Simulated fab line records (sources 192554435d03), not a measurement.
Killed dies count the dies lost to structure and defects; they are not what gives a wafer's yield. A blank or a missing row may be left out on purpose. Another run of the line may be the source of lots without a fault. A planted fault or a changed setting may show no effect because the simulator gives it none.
Matching of chambers    flow n5-finfet    N5_BEOL_M6_STRIP_67 on rie-diel-05 has 4 sister chambers
The step strips in CF4. 4 wafers are shown with their chamber, then 12 later ones without.

WAFERS PAIRED WITH THEIR CHAMBERS
wafer   chamber  drypump-motor-current-A (A)
L086.4  3        5.7
L089.1  1        5.1
L089.2  2        6.2
L089.3  0        5.7

WAFERS WITHOUT THEIR CHAMBER
wafer   drypump-motor-current-A (A)
L089.4  5.1
L089.5  5.7
L089.6  6.3
L091.2  5.1
L091.4  5.7
L091.5  5.7
L093.1  5.6
L093.3  5.7
L093.6  5.1
L096.3  5.7
L096.4  5.1
L096.5  5.6

CHAMBER TAKEN BY EACH
wafer   from the rows above      in truth
L089.4  1                        1
L089.5  can't be placed: 0 or 3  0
L089.6  2                        2
L091.2  1                        1
L091.4  can't be placed: 0 or 3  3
L091.5  can't be placed: 0 or 3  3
L093.1  can't be placed: 0 or 3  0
L093.3  can't be placed: 0 or 3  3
L093.6  1                        1
L096.3  can't be placed: 0 or 3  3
L096.4  1                        1
L096.5  can't be placed: 0 or 3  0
Placed correctly: 5 of 12. These rows do not allow placing 7 (true chamber among the candidates in 7). Wrongly placed: 0.
How it was worked out, from the rows above alone: a wafer's distance from a chamber is the root of the sum, over the readings, of the square of ((its reading less the chamber's mean) divided by the reading's scatter). If the next closest chamber is less than 2 further off than the closest, the wafer can't be placed; otherwise it belongs to the closest. For every chamber, the mean is computed from those of its wafers that are shown. The scatter: root of mean squared gap, hidden wafer to nearest shown wafer, with one shown wafer a chamber.
